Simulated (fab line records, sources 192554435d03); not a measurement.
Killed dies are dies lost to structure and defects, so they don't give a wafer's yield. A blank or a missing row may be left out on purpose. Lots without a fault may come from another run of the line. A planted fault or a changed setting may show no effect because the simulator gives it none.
A struck lot beside a sound one | flow n5_finfet | 15 steps out of a route of 1938
Sound: wafers L504.1, L504.4, L504.5. Struck: wafer L516.4. (L516.2 of the same lot was not struck and is left out.) The cause comes at the end.
At each step with rows: each side's tool, then ch and its chambers, then its first start. Under that, the readings that differ: sound wafers | struck wafers | difference of the means | sigmas: that difference in standard deviations of wafers without a fault.
alike: readings whose means differ by less than 2 such deviations, and words and numbers that are the same on both sides. not compared: withheld readings, readings that some wafer has no value for, bounds like >300 that may hide the same value, and numbers for which the record gives no deviation and whose values overlap.
The two part at a step that has a row with sigmas, a row that says differs or no value, or rows on one side only. Numbers that don't overlap but have no deviation are shown without sigmas and don't part them. A reading that every wafer of one side lacks parts them only if that side has two wafers or more.

first, 1 step without rows for these wafers: N5_BEOL_M5_STRIP_91 (strips in N2/H2, time 10 s).
N5_BEOL_M5_OCD_MEAS_38:
  sound on ocd-02, day 9 06:37; struck on ocd-02, day 12 12:38
  alike: trench_depth_nm
then, 4 steps without rows for these wafers: N5_BEOL_M5_HM_STRIP_39 (strips TiN in peroxide tin strip, target depth 25 nm, time 158 s); N5_BEOL_M5_SRD_40 (time 30 s); N5_BEOL_M5_PRECLEAN_42 (cleans in residue remover, time 60 s); N5_BEOL_M5_SRD_43 (time 30 s).
N5_BEOL_M5_CD_MEAS_35: target cd 28 nm, target cd y 24 nm.
  sound on cd_sem-03, day 9 06:47; struck on cd_sem-03, day 12 12:47
  reading    | sound          | struck | difference | sigmas
  cd_nm (nm) | 28.2 28.7 28.4 | 27.6   | -0.8       | -2
N5_BEOL_M5_CURE_80: cures SiCOH lowk, time 120 s.
  sound on uv_cure-01 ch 0, day 9 06:49; struck on uv_cure-03 ch 0, day 12 12:59
  reading          | sound             | struck | difference | sigmas
  wafer_temp_C_max | 372.3 372.5 372.4 | 370.9  | -1.5       | -3
  alike: lamp_power_pct
N5_BEOL_M5_DEGAS_44: time 60 s.
  sound on pvd_sputter-01, day 9 07:50; struck on pvd_sputter-03, day 12 13:38
  alike: heater_power_w
N5_BEOL_M5_PRE_CLEAN_45: time 30 s.
  sound on pvd_sputter-01, day 9 07:52; struck on pvd_sputter-03, day 12 13:41
  alike: heater_power_w
then, 1 step without rows for these wafers: N5_BEOL_M5_ALD_86 (deposits TaN, pulse time 2 s, purge time 3 s, co reactant purge time 2 s).
N5_BEOL_M5_SURFACE_TREAT_87:
  sound on pvd_sputter-03, day 9 08:12; struck on pvd_sputter-03, day 12 14:02
  not compared: pressure_mtorr, throttle_valve_pct
N5_BEOL_M5_CVD_47: deposits Co from CCTBA/H2, target thk 3 nm, time 216 s.
  sound on cvd_co-02 ch 1,2, day 9 08:29; struck on cvd_co-01 ch 0, day 12 14:07
  reading          | sound             | struck | difference | sigmas
  run_length_s (s) | 238.3 239.2 238.5 | 141.0  | -97.7      | -99 or more
N5_BEOL_M5_SPUTTER_48: material Cu, target thk 15 nm, time 27.62 s.
  sound on pvd_sputter-01, day 9 08:43; struck on pvd_sputter-01, day 12 14:25
  alike: throttle_valve_pct
then, 1 step without rows for these wafers: N5_PASSIVATION_PROBE_49.

WHERE THEY PART
First at N5_BEOL_M5_CD_MEAS_35; last, within this record, at N5_BEOL_M5_CVD_47. Later steps at which nothing parts them and some readings are alike: N5_BEOL_M5_SPUTTER_48.

WHY: what the simulator had put in
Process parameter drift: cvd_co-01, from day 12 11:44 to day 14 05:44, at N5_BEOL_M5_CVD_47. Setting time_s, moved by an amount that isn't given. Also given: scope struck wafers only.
